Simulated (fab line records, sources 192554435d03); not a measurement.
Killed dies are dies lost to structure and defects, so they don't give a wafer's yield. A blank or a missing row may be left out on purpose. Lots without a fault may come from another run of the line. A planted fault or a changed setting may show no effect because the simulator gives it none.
Chamber matching | flow n5_finfet | N5_BEOL_M9_ETCH_76 on rie_diel-04: 4 sister chambers
The step etches underlayer in N2/H2, target depth 6.5 nm, time 5.2 s. 4 wafers are shown with their chamber, then 12 later ones without.

WAFERS WITH THEIR CHAMBER
wafer  | chamber | showerhead_plenum_p_Torr (Torr)
L083.6 | 2       | 2.60
L088.1 | 0       | 2.60
L088.3 | 1       | 2.53
L088.4 | 3       | 2.41

WAFERS WITHOUT THEIR CHAMBER
wafer  | showerhead_plenum_p_Torr (Torr)
L089.1 | 2.53
L089.4 | 2.60
L089.5 | 2.53
L093.3 | 2.60
L093.4 | 2.60
L093.6 | 2.41
L095.2 | 2.41
L095.3 | 2.60
L095.4 | 2.59
L096.2 | 2.41
L096.4 | 2.60
L096.6 | 2.60

WHICH CHAMBER EACH WENT THROUGH
wafer  | from the rows above     | in truth
L089.1 | 1                       | 1
L089.4 | can't be placed: 0 or 2 | 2
L089.5 | 1                       | 1
L093.3 | can't be placed: 0 or 2 | 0
L093.4 | can't be placed: 0 or 2 | 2
L093.6 | 3                       | 3
L095.2 | 3                       | 3
L095.3 | can't be placed: 0 or 2 | 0
L095.4 | can't be placed: 0 or 2 | 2
L096.2 | 3                       | 3
L096.4 | can't be placed: 0 or 2 | 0
L096.6 | can't be placed: 0 or 2 | 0
Placed correctly: 5 of 12. Can't be placed from these rows: 7 (the true chamber is among the candidates in 7). Placed wrongly: 0.
How it was worked out, from the rows above alone: a wafer's distance from a chamber is the root of the sum, over the readings, of the square of ((its reading less the chamber's mean) divided by the reading's scatter). The wafer belongs to the nearest chamber; if the next one is less than 2 further off, it can't be placed. A chamber's mean is the mean of its shown wafers. The scatter: with one shown wafer a chamber, the root of the mean of the squares of how far each hidden wafer lies from its nearest shown one.
